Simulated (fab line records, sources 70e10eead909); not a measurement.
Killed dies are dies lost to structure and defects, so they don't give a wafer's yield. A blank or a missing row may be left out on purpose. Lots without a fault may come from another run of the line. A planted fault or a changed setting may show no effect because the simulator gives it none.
fab line records | flow nand_harc
record lots=5 wafers=15 last_day=33
route steps=1302 shown P_M2@320 END@1302
lots that met no fault: from a run of the same line without faults
start_h: hours from the record's first day to the start of the lot's first wafer shown | wait_h: hours since the lot's step before | " the same as in the row above | L1.1+2: a row that stands for several wafers | - no value, or no start given | * or withheld: withheld | < > ~ a bound
route shown NAME@n: a module of which the file shows steps, and the number in the route of the first | usual: mean/standard deviation of fault-free wafers | same: alike in all rows | chamber/n: place in a boat | sites: the reading at each site | _std_site: their standard deviation | _edge_site: outer sites' mean less inner sites' | radius_mm: how far each site lies from the wafer's centre | mask NAME#n: copy n | behind: the tool/chamber that last shaped the wafer | hold: why the lot was held/for how many hours/how that ended | device: the transistor (n, p or np) that didn't switch | end of line: the same wafers' tests at the end of the route | a step without rows: its recipe alone | killed: dies lost to structure and defects at the first sort, not the wafer's yield | map: a wafer's dies, x killed, . not, _ none there
set.NAME: the setting as run; set.NAME@STEP: as run at that earlier step | model.NAME: the simulator's own value behind a step, which no gauge read
lots at some steps of the route; a table a step, a row a wafer
services: from which hour (start_h, from the record's first day; less than 0 if before it) a tool's chamber was out of use, for how many hours, and why
## steps
# step NHARC_P_M2_HMDS_02
# recipe time_s=30
# step NHARC_P_M2_COAT_34
# recipe temp_c=200 time_s=65
# step NHARC_P_M2_COAT_03
# recipe spin_rpm=1500 resist_thk_nm=90
# step NHARC_P_M2_SOFTBAKE_04
# recipe temp_c=105 time_s=55
# step NHARC_P_M2_EBR_05
# step NHARC_P_M2_EXPOSE_06
# recipe na=1.35 target_cd_nm=170 dose_mj=80.78 mask_id=P_M2
# step NHARC_P_M2_PEB_07
# recipe peb_temp_c=100 peb_time_s=65
# step NHARC_P_M2_DEVELOP_08
# recipe develop_time_s=35 dev_temp_c=23
# step NHARC_P_M2_CD_MEAS_09
# recipe target_cd_nm=170 landing_energy_ev=500
# usual cd_nm=169.9/0.61
# columns lot.wafer tool chamber start_h wait_h cd_nm
L353.1 cd_sem-03 0 145.50 - 170.9
L353.4 " 0 " " 170.8
L353.6 " 0 " " 170.2
L357.4 cd_sem-01 0 195.78 - 170.3
L357.5 " 0 " " 169.9
L357.6 " 0 " " 170.1
L365.2 cd_sem-01 0 279.27 - 168.4
L365.4 " 0 " " 169.1
L365.6 " 0 " " 168.6
L373.1 cd_sem-03 0 352.60 - 169.7
L373.3 " 0 " " 169.2
L373.4 " 0 " " 170.2
L374.1 cd_sem-03 0 359.35 - 171.3
L374.2 " 0 " " 170.9
L374.5 " 0 " " 171.8
# step NHARC_P_M2_OVL_MEAS_10
# recipe pitch_nm=340
# usual overlay_x_nm=0.0/0.66 overlay_y_nm=-0.1/0.88
# columns lot.wafer tool chamber start_h wait_h overlay_x_nm overlay_y_nm
L353.1 overlay-01 - 145.59 - -0.3 -0.4
L353.4 " - " " 0.5 -1.1
L353.6 " - " " 0.4 -0.5
L357.4 overlay-01 - 195.86 - -1.3 -0.4
L357.5 " - " " -1.0 -0.6
L357.6 " - " " -1.9 0.1
L365.2 overlay-02 - 279.36 - 0.4 -0.9
L365.4 " - " " 0.6 -0.4
L365.6 " - " " 0.3 -0.8
L373.1 overlay-02 - 352.69 - -0.8 0.0
L373.3 " - " " -0.7 0.1
L373.4 " - " " -0.9 0.0
L374.1 overlay-02 - 359.44 - -0.6 -0.7
L374.2 " - " " 0.1 -1.5
L374.5 " - " " 0.3 -1.0
# step NHARC_P_M2_INSPECT_11
# usual raw_defect_count=4.7/2.9
# columns lot.wafer tool chamber start_h wait_h raw_defect_count
L353.1 defect_inspect-01 - 145.63 0.0 6
L353.4 " - " " 2
L353.6 " - " " 4
L357.4 defect_inspect-02 - 195.90 0.0 7
L357.5 " - " " 2
L357.6 " - " " 4
L365.2 defect_inspect-01 - 279.40 0.0 1
L365.4 " - " " 4
L365.6 " - " " 4
L373.1 defect_inspect-02 - 352.72 0.0 3
L373.3 " - " " 2
L373.4 " - " " 4
L374.1 defect_inspect-02 - 359.48 0.0 7
L374.2 " - " " 3
L374.5 " - " " 10
# step NHARC_P_M2_DESCUM_14
# recipe time_s=3 o2_flow_sccm=200 ar_flow_sccm=0 bias_power_w=0 chemistry=O2
# usual drypump_motor_current_A=5.9/0.64 oes_product_au=1.001/0.011 rf_vpp_V=57.8/0.93 showerhead_plenum_p_Torr=1.91/0.081 throttle_valve_pct=11.311/0.0087
# columns lot.wafer tool chamber start_h wait_h drypump_motor_current_A oes_product_au rf_hours_counter_h rf_vpp_V showerhead_plenum_p_Torr throttle_valve_pct
L353.1 rie_diel-12 1 145.69 0.1 4.7 1.015 3.1 57.3 1.79 11.305
L353.4 " 3 " " 5.9 1.005 1.3 57.2 1.79 11.314
L353.6 " 1 " " 4.7 1.020 - 55.5 1.79 11.319
L357.4 rie_diel-01 1 195.99 0.1 5.2 0.996 8.1 57.7 2.02 11.321
L357.6 " 2 " " 5.9 1.000 - 59.1 2.00 11.312
L357.5 " 3 " " 6.5 1.007 - 57.8 1.85 11.318
L365.4 rie_diel-01 2 279.46 0.1 5.9 1.006 2.2 56.2 2.00 11.306
L365.2 " 0 " " 5.2 1.020 2.3 57.9 1.90 11.313
L365.6 " 3 " " 6.5 1.003 - 58.0 1.85 11.307
L373.3 rie_diel-04 3 352.79 0.1 6.6 0.984 10.9 57.0 1.88 11.305
L373.1 " 0 " " 5.7 1.017 10.3 56.7 1.92 11.322
L373.4 " 2 " " 5.8 1.008 9.9 57.6 1.97 11.317
L374.1 rie_diel-12 1 359.54 0.1 4.7 0.992 3.6 56.0 1.78 11.311
L374.2 " 3 " " 5.9 0.989 4.3 57.3 1.79 11.320
L374.5 " 2 " " 6.7 0.993 - 57.2 1.86 11.324
# step NHARC_P_M2_ETCH_35
# recipe target_depth_a=400 overetch_a=120 time_s=43.94 ion_energy_ev=200 n2_flow_sccm=150 h2_flow_sccm=150 ar_flow_sccm=0 rf_w=400 bias_w=150 chemistry=N2/H2
# usual drypump_motor_current_A=5.9/0.63 oes_product_au=1.000/0.012 rf_vpp_V=430.2/2.5 run_length_s=65.4/0.43 showerhead_plenum_p_Torr=2.03/0.089 throttle_valve_pct=14.172/0.0093
# columns lot.wafer tool chamber start_h wait_h drypump_motor_current_A oes_product_au rf_hours_counter_h rf_vpp_V run_length_s showerhead_plenum_p_Torr throttle_valve_pct
L353.1 rie_diel-12 0 145.78 0.1 6.6 1.003 3.4 432.8 65.2 2.11 14.169
L353.4 " 1 " " 4.7 1.012 3.1 426.5 64.6 1.90 14.168
L353.6 " 3 " " 5.9 1.009 - 426.3 66.5 1.91 14.153
L357.4 rie_diel-01 0 196.06 0.1 5.2 1.014 7.7 430.1 65.0 2.03 14.180
L357.6 " 2 " " 5.9 1.000 - 432.7 65.5 2.14 14.186
L357.5 " 3 " " 6.5 1.011 - 427.4 65.8 1.97 14.173
L365.4 rie_diel-01 2 279.55 0.1 5.9 1.015 2.3 433.1 54.6 2.14 14.164
L365.2 " 3 " " 6.5 0.999 2.3 429.1 54.1 1.97 14.179
L365.6 " 0 " " 5.2 1.013 - 430.4 65.5 2.03 14.185
L373.4 rie_diel-04 1 352.87 0.1 5.7 0.983 10.5 427.9 65.3 1.91 14.172
L373.1 " 3 " " 6.6 0.987 10.9 430.1 65.5 2.00 14.181
L373.3 " 0 " " 5.7 1.019 10.4 430.8 65.1 2.05 14.167
L374.1 rie_diel-12 3 359.63 0.1 5.9 0.981 4.3 426.7 66.5 1.90 14.180
L374.2 " 0 " " 6.6 1.007 3.5 430.8 65.4 2.11 14.167
L374.5 " 0 " " 6.6 0.999 - 431.0 65.4 2.11 14.166
# step NHARC_P_M2_ETCH_15
# recipe target_depth_a=1825 time_s=91.2 c4f8_flow_sccm=withheld ar_flow_sccm=400 rf_w=600 bias_w=300 chemistry=C4F8/Ar
# usual oes_product_au=0.948/0.026 rf_vpp_V=440.5/2.7 run_length_s=112.7/0.43
# columns lot.wafer tool chamber start_h wait_h oes_product_au rf_hours_counter_h rf_vpp_V run_length_s
L353.4 rie_diel-12 0 - - 0.933 3.4 442.3 113.1
L353.1 " 1 " " 0.933 3.1 436.5 111.6
L353.6 " 2 " " 0.919 - 438.8 112.3
L357.4 rie_diel-01 0 - - 0.993 7.8 440.9 112.6
L357.5 " 2 " " 0.960 - 445.9 112.9
L357.6 " 3 " " 0.956 - 437.3 112.9
L365.4 rie_diel-01 3 - - 0.955 2.3 438.9 112.8
L365.2 " 1 " " 0.973 2.2 444.7 112.4
L365.6 " 0 " " 0.988 - 440.3 112.3
L373.4 rie_diel-04 2 - - 0.993 10.0 440.8 112.6
L373.3 " 0 " " 0.968 10.4 441.8 111.9
L373.1 " 1 " " 0.971 10.5 436.1 112.2
L374.1 rie_diel-12 2 - - 0.922 4.2 440.0 112.5
L374.2 " 0 " " 0.940 3.5 443.6 112.5
L374.5 " 3 " " 0.909 - 437.8 113.1
# step NHARC_END_SORT_01
# recipe temp_c=25
# usual defect_limited_yield=91.2/1.8 killed_at_array=55/12 killed_at_other=1.0/1.2 killed_at_periphery=3.9/2.6 killed_dies=60/12 killed_open=3.3/1.9 killed_short=2.5/1.8
# same gross_dies=677
# columns lot.wafer tool chamber start_h wait_h defect_limited_yield[%] killed_at_array killed_at_other killed_at_periphery killed_dies killed_open killed_short
L353.1 prober-01 0 563.49 2.5 91.6 51 0 6 57 1 1
L353.4 prober-01 0 565.86 3.4 91.1 57 0 3 60 3 5
L353.6 prober-01 0 567.44 3.9 91.9 49 0 6 55 2 2
L357.4 prober-02 0 642.88 3.4 91.0 49 4 8 61 6 1
L357.5 prober-02 0 643.68 3.7 93.1 42 1 4 47 2 3
L357.6 prober-02 0 644.47 4.0 91.3 54 2 3 59 6 6
L365.2 prober-01 0 706.49 2.8 92.5 49 0 2 51 2 1
L365.4 prober-01 0 708.10 3.4 92.6 45 3 2 50 3 4
L365.6 prober-01 0 709.70 4.0 94.5 34 1 2 37 6 1
L374.1 prober-01 0 776.85 2.5 91.3 55 0 4 59 2 1
L374.2 prober-01 0 777.65 2.8 91.3 55 0 4 59 2 3
L374.5 prober-01 0 780.06 3.7 87.9 76 0 6 82 4 1
L373.1 prober-02 0 776.87 2.5 90.5 62 0 2 64 4 2
L373.3 prober-02 0 778.46 3.1 91.6 56 0 1 57 0 0
L373.4 prober-02 0 779.25 3.4 89.7 68 0 2 70 1 2
# killed by level:class
L353.1 A_CHANNEL_HOLE_D1:chamber_film_flake=28 A_CONTACT:chamber_film_flake=11 A_CHANNEL_HOLE_D2:chamber_film_flake=7 P_M1:chamber_film_flake=2 P_BONDPAD:chamber_film_flake=2 A_STAIRCASE:chamber_film_flake=2 A_WL_FILL:chamber_film_flake=2 P_M0:geometric_particle:open=1
L353.4 A_CHANNEL_HOLE_D1:chamber_film_flake=28 A_CHANNEL_HOLE_D2:chamber_film_flake=9 A_CONTACT:chamber_film_flake=6 A_STAIRCASE:chamber_film_flake=4 A_WL_FILL:chamber_film_flake=2 P_CONTACT:geometric_particle:short=1 P_M1:geometric_particle:short=1 A_SOURCE_PLATE:geometric_particle:short=1
L353.6 A_CHANNEL_HOLE_D1:chamber_film_flake=28 A_CONTACT:chamber_film_flake=10 A_CHANNEL_HOLE_D2:chamber_film_flake=4 P_BONDPAD:chamber_film_flake=3 A_STAIRCASE:chamber_film_flake=3 P_M1:chamber_film_flake=2 P_STI:geometric_particle:short=1 A_ONON_D1:geometric_particle:open=1
L357.4 A_CHANNEL_HOLE_D2:chamber_film_flake=26 A_CHANNEL_HOLE_D1:chamber_film_flake=7 A_CONTACT:chamber_film_flake=5 P_GATE:chamber_film_flake=4 THIN_TSV:chamber_film_flake=4 A_CHANNEL_FILL_D1:chamber_film_flake=3 P_BONDPAD:chamber_film_flake=2 P_GATE:geometric_particle:open=1
L357.5 A_CHANNEL_HOLE_D2:chamber_film_flake=35 P_GATE:chamber_film_flake=2 A_CONTACT:chamber_film_flake=2 P_GATE:geometric_particle:open=1 A_CHANNEL_HOLE_D1:geometric_particle:open=1 A_CHANNEL_FILL_D1:geometric_particle:short=1 A_WL_FILL:geometric_particle:short=1 A_M0:geometric_particle:short=1
L357.6 A_CHANNEL_HOLE_D2:chamber_film_flake=26 A_CHANNEL_HOLE_D1:chamber_film_flake=7 A_DECK1_JOINT:chamber_film_flake=3 A_CONTACT:chamber_film_flake=3 A_STAIRCASE:chamber_film_flake=2 THIN_TSV:chamber_film_flake=2 P_CONTACT:geometric_particle:short=1 A_ONON_D1:geometric_particle:short=1
L365.2 A_CHANNEL_HOLE_D2:chamber_film_flake=19 A_CHANNEL_HOLE_D1:chamber_film_flake=9 A_CONTACT:chamber_film_flake=8 A_SLIT:chamber_film_flake=6 A_STAIRCASE:chamber_film_flake=3 P_M0:geometric_particle:open=2 A_CHANNEL_FILL_D2:chamber_film_flake=2 A_CHANNEL_FILL_D1:geometric_particle:short=1
L365.4 A_CHANNEL_HOLE_D2:chamber_film_flake=22 A_CHANNEL_HOLE_D1:chamber_film_flake=6 A_CONTACT:chamber_film_flake=5 A_M0:geometric_particle:open=2 THIN_TSV:chamber_film_flake=2 A_STAIRCASE:chamber_film_flake=2 A_SLIT:chamber_film_flake=2 P_CONTACT:geometric_particle:short=1
L365.6 A_CHANNEL_HOLE_D2:chamber_film_flake=16 A_CHANNEL_HOLE_D1:chamber_film_flake=5 A_CONTACT:chamber_film_flake=4 A_SLIT:chamber_film_flake=3 A_DECK1_JOINT:geometric_particle:open=2 P_CONTACT:geometric_particle:open=1 A_CHANNEL_HOLE_D1:geometric_particle:open=1 A_CHANNEL_FILL_D1:geometric_particle:short=1
L374.1 A_SLIT:chamber_film_flake=30 A_CHANNEL_HOLE_D1:chamber_film_flake=10 A_CONTACT:chamber_film_flake=7 A_STAIRCASE:chamber_film_flake=4 P_M0:chamber_film_flake=3 A_CHANNEL_FILL_D2:geometric_particle:open=1 A_CHANNEL_FILL_D2:geometric_particle:short=1 A_M0:geometric_particle:open=1
L373.1 A_CHANNEL_HOLE_D2:chamber_film_flake=18 A_CHANNEL_HOLE_D1:chamber_film_flake=12 A_CONTACT:chamber_film_flake=9 A_STAIRCASE:chamber_film_flake=6 A_SLIT:chamber_film_flake=6 A_WL_FILL:chamber_film_flake=2 A_CHANNEL_FILL_D1:geometric_particle:open=1 A_CHANNEL_FILL_D1:geometric_particle:short=1
L374.2 A_SLIT:chamber_film_flake=23 A_CHANNEL_HOLE_D1:chamber_film_flake=15 A_STAIRCASE:chamber_film_flake=8 A_CHANNEL_FILL_D2:geometric_particle:short=2 P_M0:chamber_film_flake=2 A_CHANNEL_FILL_D1:chamber_film_flake=2 P_M0:geometric_particle:short=1 A_ONON_D2:geometric_particle:open=1
L373.3 A_CHANNEL_HOLE_D2:chamber_film_flake=26 A_CHANNEL_HOLE_D1:chamber_film_flake=11 A_SLIT:chamber_film_flake=7 A_CONTACT:chamber_film_flake=6 A_STAIRCASE:chamber_film_flake=3 A_CHANNEL_FILL_D1:chamber_film_flake=2 P_ZERO_WELL:chamber_film_flake=1 A_DECK1_JOINT:chamber_film_flake=1
L373.4 A_CHANNEL_HOLE_D2:chamber_film_flake=28 A_CHANNEL_HOLE_D1:chamber_film_flake=12 A_CONTACT:chamber_film_flake=12 A_SLIT:chamber_film_flake=9 A_STAIRCASE:chamber_film_flake=3 A_WL_FILL:geometric_particle:short=2 P_GATE:chamber_film_flake=2 A_WL_FILL:geometric_particle:open=1
L374.5 A_SLIT:chamber_film_flake=38 A_CHANNEL_HOLE_D1:chamber_film_flake=20 P_M0:chamber_film_flake=4 A_STAIRCASE:chamber_film_flake=4 A_CONTACT:chamber_film_flake=4 A_CHANNEL_FILL_D1:chamber_film_flake=3 A_ONON_D1:geometric_particle:open=1 A_CHANNEL_FILL_D2:geometric_particle:short=1
## services
# columns tool chamber start_h hours kind
rie_diel-12 0 124.90 - clean
rie_diel-12 1 124.90 - clean
rie_diel-12 2 124.90 - clean
rie_diel-12 3 124.90 - clean
rie_diel-04 1 132.70 1.3 repair
rie_diel-01 0 133.80 - clean
rie_diel-01 1 133.80 - clean
rie_diel-01 2 133.80 - clean
rie_diel-01 3 133.80 - clean
rie_diel-12 3 139.04 2.6 repair
rie_diel-12 0 149.40 - clean
rie_diel-12 1 149.40 - clean
rie_diel-12 1 165.31 4.3 repair
rie_diel-04 - 177.90 9.0 pm
rie_diel-01 - 203.80 9.0 pm
rie_diel-04 2 232.60 11.0 repair
rie_diel-01 - 249.69 0.8 repair
rie_diel-12 - 268.40 9.0 pm
rie_diel-12 0 288.66 8.2 repair
rie_diel-04 3 294.22 8.4 repair
rie_diel-04 0 298.58 8.8 repair
rie_diel-01 2 338.55 6.8 repair
rie_diel-01 0 342.59 1.3 repair
rie_diel-04 - 354.90 9.0 pm
## key
first_sign step=NHARC_P_M2_ETCH_35 reading=run_length_s direction=down sigmas=26 usual=* struck=*
effect none on later readings
met_at NHARC_P_M2_ETCH_35
struck_wafers L365.2,L365.4
onset_between 196.06 279.55
fault kind=process_parameter_drift tool=rie_diel-01 chamber=- onset_h=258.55 steps=NHARC_P_M2_ETCH_35 channel=time_s offset=* shape=step end_h=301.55 scope=struck_wafers_only acts_in=* stated=*
